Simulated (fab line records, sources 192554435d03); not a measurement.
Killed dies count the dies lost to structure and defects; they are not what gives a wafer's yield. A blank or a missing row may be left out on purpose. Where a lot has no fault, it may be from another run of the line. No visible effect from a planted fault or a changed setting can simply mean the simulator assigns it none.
Chamber matching / flow n5Finfet / N5_BEOL_M13_DESCUM_33 on rieDiel-03 has 4 sister chambers
The step chemistry O2, time 7.9 s. 18 wafers are shown with their chamber, then 9 later ones without.

WAFERS WITH THEIR CHAMBER
wafer=L077.3; chamber=2; showerheadPlenumPTorr (Torr)=1.98; drypumpMotorCurrentA (A)=5.2; throttleValvePct (%)=19.92
wafer=L077.4; chamber=0; showerheadPlenumPTorr (Torr)=2.22; drypumpMotorCurrentA (A)=5.2; throttleValvePct (%)=20.14
wafer=L077.6; chamber=1; showerheadPlenumPTorr (Torr)=2.19; drypumpMotorCurrentA (A)=6.0; throttleValvePct (%)=19.98
wafer=L075.3; chamber=2; showerheadPlenumPTorr (Torr)=1.98; drypumpMotorCurrentA (A)=5.2; throttleValvePct (%)=19.94
wafer=L075.4; chamber=1; showerheadPlenumPTorr (Torr)=2.19; drypumpMotorCurrentA (A)=6.0; throttleValvePct (%)=19.97
wafer=L075.6; chamber=2; showerheadPlenumPTorr (Torr)=1.98; drypumpMotorCurrentA (A)=5.2; throttleValvePct (%)=19.95
wafer=L079.3; chamber=0; showerheadPlenumPTorr (Torr)=2.22; drypumpMotorCurrentA (A)=5.2; throttleValvePct (%)=20.15
wafer=L079.4; chamber=1; showerheadPlenumPTorr (Torr)=2.19; drypumpMotorCurrentA (A)=6.0; throttleValvePct (%)=19.97
wafer=L079.6; chamber=3; showerheadPlenumPTorr (Torr)=2.14; drypumpMotorCurrentA (A)=5.9; throttleValvePct (%)=20.47
wafer=L080.1; chamber=0; showerheadPlenumPTorr (Torr)=2.22; drypumpMotorCurrentA (A)=5.2; throttleValvePct (%)=20.16
wafer=L080.4; chamber=3; showerheadPlenumPTorr (Torr)=2.14; drypumpMotorCurrentA (A)=5.9; throttleValvePct (%)=20.48
wafer=L080.6; chamber=2; showerheadPlenumPTorr (Torr)=1.98; drypumpMotorCurrentA (A)=5.2; throttleValvePct (%)=19.96
wafer=L086.1; chamber=1; showerheadPlenumPTorr (Torr)=2.18; drypumpMotorCurrentA (A)=6.0; throttleValvePct (%)=20.00
wafer=L086.2; chamber=0; showerheadPlenumPTorr (Torr)=2.21; drypumpMotorCurrentA (A)=5.3; throttleValvePct (%)=20.19
wafer=L086.4; chamber=3; showerheadPlenumPTorr (Torr)=2.13; drypumpMotorCurrentA (A)=5.8; throttleValvePct (%)=20.50
wafer=L084.1; chamber=3; showerheadPlenumPTorr (Torr)=2.13; drypumpMotorCurrentA (A)=5.9; throttleValvePct (%)=20.52
wafer=L084.5; chamber=3; showerheadPlenumPTorr (Torr)=2.14; drypumpMotorCurrentA (A)=5.9; throttleValvePct (%)=20.50
wafer=L084.6; chamber=0; showerheadPlenumPTorr (Torr)=2.21; drypumpMotorCurrentA (A)=5.2; throttleValvePct (%)=20.17

SIGNATURES (means of the wafers above)
reading=showerheadPlenumPTorr; chamber 0=2.2160; chamber 1=2.1875; chamber 2=1.9800; chamber 3=2.1360; scatter within a chamber=0.00474
reading=drypumpMotorCurrentA; chamber 0=5.220; chamber 1=6.000; chamber 2=5.200; chamber 3=5.880; scatter within a chamber=0.0338
reading=throttleValvePct; chamber 0=20.1620; chamber 1=19.9800; chamber 2=19.9425; chamber 3=20.4940; scatter within a chamber=0.0179
Rule: for a wafer and a chamber, the distance is found by dividing, reading by reading, the gap between the wafer's reading and the chamber's mean by the reading's scatter, squaring, summing and taking the root. If the next closest chamber is less than 2 further off than the closest, the wafer can't be placed; otherwise it belongs to the closest. The scatter is the square root of a quotient: the sum, over the shown wafers, of each reading's squared deviation from its chamber's mean, divided by wafers minus chambers.

WAFERS MISSING THEIR CHAMBER
wafer=L089.3; showerheadPlenumPTorr (Torr)=1.97; drypumpMotorCurrentA (A)=5.2; throttleValvePct (%)=19.97
wafer=L089.4; showerheadPlenumPTorr (Torr)=2.18; drypumpMotorCurrentA (A)=6.0; throttleValvePct (%)=19.99
wafer=L089.5; showerheadPlenumPTorr (Torr)=2.21; drypumpMotorCurrentA (A)=5.2; throttleValvePct (%)=20.19
wafer=L094.4; showerheadPlenumPTorr (Torr)=2.13; drypumpMotorCurrentA (A)=5.9; throttleValvePct (%)=20.53
wafer=L094.5; showerheadPlenumPTorr (Torr)=2.13; drypumpMotorCurrentA (A)=5.9; throttleValvePct (%)=20.52
wafer=L094.6; showerheadPlenumPTorr (Torr)=1.97; drypumpMotorCurrentA (A)=5.2; throttleValvePct (%)=20.00
wafer=L096.1; showerheadPlenumPTorr (Torr)=1.97; drypumpMotorCurrentA (A)=5.3; throttleValvePct (%)=20.00
wafer=L096.2; showerheadPlenumPTorr (Torr)=2.21; drypumpMotorCurrentA (A)=5.3; throttleValvePct (%)=20.19
wafer=L096.4; showerheadPlenumPTorr (Torr)=2.18; drypumpMotorCurrentA (A)=6.0; throttleValvePct (%)=20.01

EACH ONE'S CHAMBER
wafer=L089.3; from the rows above=2; in truth=2
wafer=L089.4; from the rows above=1; in truth=1
wafer=L089.5; from the rows above=0; in truth=0
wafer=L094.4; from the rows above=3; in truth=3
wafer=L094.5; from the rows above=3; in truth=3
wafer=L094.6; from the rows above=2; in truth=2
wafer=L096.1; from the rows above=2; in truth=2
wafer=L096.2; from the rows above=0; in truth=0
wafer=L096.4; from the rows above=1; in truth=1
Placed correctly: 9 of 9. Not placeable from these rows: 0. 0 placed wrongly.
